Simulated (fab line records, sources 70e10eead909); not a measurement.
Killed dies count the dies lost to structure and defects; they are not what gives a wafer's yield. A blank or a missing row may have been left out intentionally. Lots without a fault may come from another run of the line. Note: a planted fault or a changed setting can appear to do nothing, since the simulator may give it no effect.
fab line records    flow nand_harc
record: lots: 6  wafers: 18  last_day: 23
route steps=1159 shown P_CONTACT@224
lots with no fault: from the same line, run without faults
start_h: start of the lot's first displayed wafer, in hours after the record's first day    wait_h: how many hours have passed since the lot's step before this one    " identical to the entry in the row above    L1.1+2: one row covering several wafers at once    - no value present, or no start provided    * or withheld: withheld    < > ~ a bound
route shown NAME@n: NAME is a module with steps in the file, n the number in the route of the first one    usual: average and standard deviation across the fault-free wafers    same: alike in all rows    chamber/n: place in a boat    sites: per-site readings    _std_site: standard deviation across them    _edge_site: the outer-site mean with the inner-site mean subtracted    radius_mm: how far each site lies from the wafer's centre    mask NAME#n: copy n    behind: the tool/chamber that last shaped the wafer    hold: what put the lot on hold/how long, in hours/how the hold closed    device: whichever transistor did not switch (one of n, p or np)    end of line: tests run on the same wafers once the route is complete    where a step has no rows: the recipe by itself    killed: dies lost to structure and defects at the first sort, not the wafer's yield    map: shows each die of a wafer: x if killed, . if not, _ if none is there
set.NAME: the run value of the setting; set.NAME@STEP: its run value at that earlier step    model.NAME: the simulator's own value behind a step, which no gauge read
a table for each step, a row for each wafer; lots at some steps of the route
services: from which hour (start_h, from the record's first day; less than 0 if before it) a tool's chamber was out of use, for how many hours, and why
== steps ==
step: NHARC_P_CONTACT_COAT_33
recipe: temp_c: 260  time_s: 75
step: NHARC_P_CONTACT_COAT_34
recipe: temp_c: 225  time_s: 65
step: NHARC_P_CONTACT_COAT_06
recipe: spin_rpm: 1500  resist_thk_nm: 90
step: NHARC_P_CONTACT_SOFTBAKE_07
recipe: temp_c: 105  time_s: 55
step: NHARC_P_CONTACT_EBR_08
step: NHARC_P_CONTACT_EXPOSE_09
recipe: na: 1.35  target_cd_nm: 90  dose_mj: 81.26  mask_id: P_CA
step: NHARC_P_CONTACT_PEB_10
recipe: peb_temp_c: 100  peb_time_s: 65
step: NHARC_P_CONTACT_DEVELOP_11
recipe: develop_time_s: 35  dev_temp_c: 23
step: NHARC_P_CONTACT_CD_MEAS_12
recipe: target_cd_nm: 90  landing_energy_ev: 500
usual: cd_nm: 90.0/0.93
same: landing_energy_ev: 500
lot.wafer  tool       chamber  start_h  wait_h  cd_nm
L527.1     cd_sem-01  0        119.25   -       89.7
L527.4     "          0        "        "       89.7
L527.6     "          0        "        "       90.0
L533.1     cd_sem-02  0        145.30   -       89.9
L533.3     "          0        "        "       90.3
L533.6     "          0        "        "       90.7
L535.2     cd_sem-01  0        159.63   -       90.9
L535.3     "          0        "        "       89.8
L535.6     "          0        "        "       90.1
L546.1     cd_sem-01  0        223.82   -       89.1
L546.2     "          0        "        "       89.8
L546.5     "          0        "        "       89.8
L547.2     cd_sem-01  0        225.50   -       92.5
L547.4     "          0        "        "       91.9
L547.5     "          0        "        "       90.6
L548.1     cd_sem-02  0        238.13   -       89.8
L548.2     "          0        "        "       89.9
L548.3     "          0        "        "       89.4
step: NHARC_P_CONTACT_OVL_MEAS_13
usual: overlay_x_nm: 0.4/0.9  overlay_y_nm: 0.1/0.71
lot.wafer  tool        chamber  start_h  wait_h  overlay_x_nm  overlay_y_nm
L527.1     overlay-01  -        119.34   -       1.1           0.3
L527.4     "           -        "        "       0.9           -0.3
L527.6     "           -        "        "       0.8           -0.2
L533.1     overlay-02  -        145.39   -       0.8           0.8
L533.3     "           -        "        "       1.4           0.8
L533.6     "           -        "        "       1.5           0.4
L535.2     overlay-02  -        159.72   -       -0.3          0.1
L535.3     "           -        "        "       -0.5          0.9
L535.6     "           -        "        "       -0.5          0.7
L546.1     overlay-02  -        223.92   -       0.6           -1.8
L546.2     "           -        "        "       0.3           -1.9
L546.5     "           -        "        "       0.2           -1.8
L547.2     overlay-02  -        225.59   -       0.0           -0.3
L547.4     "           -        "        "       0.5           0.0
L547.5     "           -        "        "       0.8           -0.6
L548.1     overlay-02  -        238.23   -       0.8           -0.2
L548.2     "           -        "        "       0.8           -0.4
L548.3     "           -        "        "       1.3           -0.8
step: NHARC_P_CONTACT_INSPECT_14
usual: raw_defect_count: 4.1/2.6
lot.wafer  tool               chamber  start_h  wait_h  raw_defect_count
L527.1     defect_inspect-02  -        119.38   0.0     2
L527.4     "                  -        "        "       4
L527.6     "                  -        "        "       3
L533.1     defect_inspect-02  -        145.43   0.0     4
L533.3     "                  -        "        "       4
L533.6     "                  -        "        "       3
L535.2     defect_inspect-01  -        159.75   0.0     8
L535.3     "                  -        "        "       5
L535.6     "                  -        "        "       8
L546.1     defect_inspect-01  -        223.96   0.0     6
L546.2     "                  -        "        "       6
L546.5     "                  -        "        "       3
L547.2     defect_inspect-02  -        225.63   0.0     4
L547.4     "                  -        "        "       3
L547.5     "                  -        "        "       4
L548.1     defect_inspect-02  -        238.27   0.0     2
L548.2     "                  -        "        "       4
L548.3     "                  -        "        "       4
step: NHARC_P_CONTACT_DESCUM_17
recipe: time_s: 3  o2_flow_sccm: 200  ar_flow_sccm: 0  bias_power_w: 0  chemistry: O2
usual: drypump_motor_current_A: 5.8/0.42  oes_product_au: 1.002/0.011  rf_vpp_V: 57.9/0.79  showerhead_plenum_p_Torr: 1.90/0.087  throttle_valve_pct: 11.311/0.0088
lot.wafer  tool         chamber  start_h  wait_h  drypump_motor_current_A  oes_product_au  rf_hours_counter_h  rf_vpp_V  showerhead_plenum_p_Torr  throttle_valve_pct
L527.4     rie_diel-02  0        119.44   0.1     6.3                      0.991           59                  57.8      1.89                      11.325
L527.1     "            2        "        "       5.7                      1.002           48                  57.8      1.84                      11.314
L527.6     "            0        "        "       6.3                      0.996           -                   57.8      1.89                      11.303
L533.1     rie_diel-13  1        145.49   0.1     6.2                      0.998           3                   60.3      2.06                      11.311
L533.3     "            3        "        "       5.9                      1.015           3                   57.8      1.87                      11.300
L533.6     "            2        "        "       6.4                      1.001           -                   56.6      1.80                      11.313
L535.3     rie_diel-13  0        159.82   0.1     6.0                      1.010           5                   57.8      1.78                      11.315
L535.2     "            1        "        "       6.2                      1.019           5                   58.8      2.06                      11.297
L535.6     "            0        "        "       6.0                      1.009           -                   56.4      1.78                      11.297
L546.1     rie_diel-13  1        224.04   0.1     6.2                      0.990           12                  57.9      2.05                      11.309
L546.2     "            2        "        "       6.5                      1.009           11                  57.4      1.80                      11.304
L546.5     "            3        "        "       5.9                      1.006           -                   56.6      1.87                      11.326
L547.4     rie_diel-02  3        225.69   0.1     4.9                      0.995           19                  58.7      1.96                      11.316
L547.2     "            2        "        "       5.6                      0.995           23                  58.3      1.83                      11.307
L547.5     "            3        "        "       4.9                      0.991           -                   57.8      1.96                      11.314
L548.2     rie_diel-03  3        238.33   0.1     5.6                      1.014           2                   59.2      1.89                      11.307
L548.1     "            0        "        "       5.8                      1.004           2                   57.9      1.99                      11.303
L548.3     "            0        "        "       5.8                      0.998           -                   58.5      1.99                      11.307
step: NHARC_P_CONTACT_ETCH_35
recipe: target_depth_a: 390  over_etch_frac: 0.3  time_s: 65  ion_energy_ev: 80  cf4_flow_sccm: 150  ar_flow_sccm: 0  rf_w: 300  bias_w: 100  chemistry: CF4
usual: cf4_flow_sccm: 150.0/0.48  drypump_motor_current_A: 5.8/0.43  oes_product_au: 1.003/0.011  rf_vpp_V: 151.3/1.2  run_length_s: 86.3/0.44  showerhead_plenum_p_Torr: 1.76/0.078  throttle_valve_pct: 13.285/0.0094
lot.wafer  tool         chamber  start_h  wait_h  cf4_flow_sccm  drypump_motor_current_A  oes_product_au  rf_hours_counter_h  rf_vpp_V  run_length_s  showerhead_plenum_p_Torr  throttle_valve_pct
L527.4     rie_diel-02  0        119.53   0.1     149.7          6.3                      0.993           59                  151.7     85.3          1.75                      13.271
L527.1     "            2        "        "       150.7          5.7                      1.009           48                  151.4     86.9          1.70                      13.264
L527.6     "            0        "        "       149.6          6.3                      0.987           -                   152.1     85.6          1.75                      13.285
L533.1     rie_diel-13  1        145.58   0.1     149.9          6.2                      1.005           3                   151.9     85.9          1.89                      13.288
L533.3     "            3        "        "       149.7          5.9                      0.999           3                   152.1     85.9          1.73                      13.280
L533.6     "            0        "        "       150.4          6.0                      1.010           -                   149.9     67.1          1.65                      13.283
L535.3     rie_diel-13  0        159.94   0.1     150.0          6.0                      1.009           5                   148.7     67.2          1.65                      13.309
L535.2     "            2        "        "       149.6          6.4                      1.007           5                   149.7     86.0          1.67                      13.291
L535.6     "            0        "        "       149.6          6.0                      1.006           -                   150.5     67.0          1.65                      13.299
L546.1     rie_diel-13  2        224.11   0.1     149.9          6.4                      1.012           11                  151.2     86.2          1.67                      13.294
L546.2     "            0        "        "       150.5          6.0                      1.010           12                  149.8     86.3          1.65                      13.306
L546.5     "            2        "        "       149.4          6.5                      1.013           -                   148.8     86.0          1.67                      13.283
L547.4     rie_diel-02  2        225.77   0.1     150.0          5.7                      1.008           23                  150.8     86.8          1.69                      13.268
L547.2     "            0        "        "       149.4          6.3                      1.008           26                  150.5     85.3          1.74                      13.294
L547.5     "            2        "        "       149.9          5.7                      0.992           -                   150.6     87.1          1.70                      13.295
L548.1     rie_diel-03  0        238.46   0.1     150.6          5.8                      1.001           2                   152.3     86.6          1.83                      13.288
L548.2     "            3        "        "       150.7          5.6                      1.002           2                   149.8     86.4          1.75                      13.275
L548.3     "            3        "        "       149.9          5.6                      1.008           -                   151.7     86.5          1.75                      13.296
step: NHARC_P_CONTACT_ETCH_36
recipe: target_depth_a: 2600  over_etch_frac: 0.25  time_s: 406.25  ion_energy_ev: 200  n2_flow_sccm: 150  h2_flow_sccm: 150  ar_flow_sccm: 0  rf_w: 400  bias_w: 150  chemistry: N2/H2
usual: drypump_motor_current_A: 5.8/0.42  h2_flow_sccm: 149.9/0.41  oes_product_au: 1.001/0.012  rf_vpp_V: 430.2/2.8  run_length_s: 427.6/0.39  showerhead_plenum_p_Torr: 2.03/0.099  throttle_valve_pct: 14.171/0.01
lot.wafer  tool         chamber  start_h  wait_h  drypump_motor_current_A  h2_flow_sccm  oes_product_au  rf_hours_counter_h  rf_vpp_V  run_length_s  showerhead_plenum_p_Torr  throttle_valve_pct
L527.1     rie_diel-02  2        -        -       5.7                      149.5         1.006           48                  428.1     428.0         1.96                      14.180
L527.4     "            3        "        "       4.9                      150.3         1.038           56                  433.2     427.8         2.11                      14.164
L527.6     "            3        "        "       4.9                      150.1         1.020           -                   432.0     427.3         2.10                      14.164
L533.3     rie_diel-13  2        -        -       6.4                      150.7         1.010           3                   426.1     427.4         1.91                      14.170
L533.1     "            0        "        "       6.0                      149.8         1.006           4                   427.6     427.8         1.89                      14.165
L533.6     "            2        "        "       6.4                      150.5         1.006           -                   427.1     427.6         1.91                      14.163
L535.3     rie_diel-13  1        -        -       6.2                      149.9         1.005           5                   434.3     427.7         2.20                      14.162
L535.2     "            2        "        "       6.5                      150.0         1.008           5                   427.6     427.3         1.91                      14.168
L535.6     "            1        "        "       6.2                      150.3         0.996           -                   435.5     427.2         2.20                      14.171
L546.2     rie_diel-13  0        -        -       6.0                      149.7         0.996           12                  425.6     427.6         1.89                      14.167
L546.1     "            3        "        "       5.8                      150.4         0.996           11                  429.4     427.1         1.99                      14.168
L546.5     "            1        "        "       6.3                      150.4         0.997           -                   434.0     427.0         2.19                      14.163
L547.2     rie_diel-02  2        -        -       5.6                      150.1         1.002           23                  427.6     428.1         1.95                      14.172
L547.4     "            3        "        "       4.9                      150.2         1.003           19                  431.8     427.3         2.09                      14.156
L547.5     "            1        "        "       5.7                      149.5         1.001           -                   431.9     427.6         2.08                      14.187
L548.2     rie_diel-03  0        238.59   0.1     5.8                      149.3         1.013           2                   432.5     427.6         2.12                      14.176
L548.1     "            3        "        "       5.6                      149.7         1.011           2                   429.6     428.0         2.01                      14.178
L548.3     "            0        "        "       5.8                      150.7         1.008           -                   431.9     427.8         2.12                      14.183
== services ==
tool         chamber  start_h  hours  kind
rie_diel-13  1        95.91    12.8   repair
rie_diel-13  -        99.00    9.0    pm
rie_diel-13  0        99.00    9.0    vent_cycle
rie_diel-13  2        99.00    9.0    vent_cycle
rie_diel-13  3        99.00    9.0    vent_cycle
rie_diel-13  0        108.00   -      clean
rie_diel-13  2        108.00   -      clean
rie_diel-13  3        108.00   -      clean
rie_diel-13  0        132.50   -      clean
rie_diel-13  1        132.50   -      clean
rie_diel-13  2        132.50   -      clean
rie_diel-13  3        132.50   -      clean
rie_diel-03  0        133.67   2.8    repair
rie_diel-02  -        150.84   9.0    pm
rie_diel-03  0        160.57   5.6    repair
rie_diel-03  1        174.43   8.0    repair
rie_diel-13  -        174.85   0.5    repair
rie_diel-02  3        182.72   15.7   repair
rie_diel-03  2        194.04   20.2   repair
rie_diel-02  2        194.55   5.0    repair
rie_diel-13  2        209.92   5.3    repair
rie_diel-03  -        215.44   9.0    pm
rie_diel-03  1        228.37   71.2   repair
rie_diel-03  2        234.15   23.1   repair
== key ==
first_sign: step: NHARC_P_CONTACT_ETCH_35  reading: run_length_s  direction: down  sigmas: 44  usual: *  struck: *
effect none on later readings
met_at NHARC_P_CONTACT_ETCH_35
struck_wafers L533.6,L535.3,L535.6
later_rows_left_out L533.6,L535.3,L535.6
sort_left_out L533.6,L535.3,L535.6
tester_left_out L533,L535
fault: kind: process_parameter_drift  tool: rie_diel-13  chamber: 0  onset_h: 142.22  steps: NHARC_P_CONTACT_ETCH_35  channel: time_s  offset: *  shape: step  end_h: 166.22  acts_in: *  stated: *
tester_left_out: of these lots the tester's yield and bins aren't shown, on N5 and GAA mostly nor the transistor test; their killed dies are dies lost to structure and defects alone, not to doping, threshold or leakage, so they don't give the yield
sort_left_out: the simulated sort isn't trusted on such a fault, so these wafers' sort isn't shown, and their yield isn't known
later_rows_left_out: the simulator's readings of these wafers behind a module that went badly wrong aren't trusted and aren't shown, but for the sort
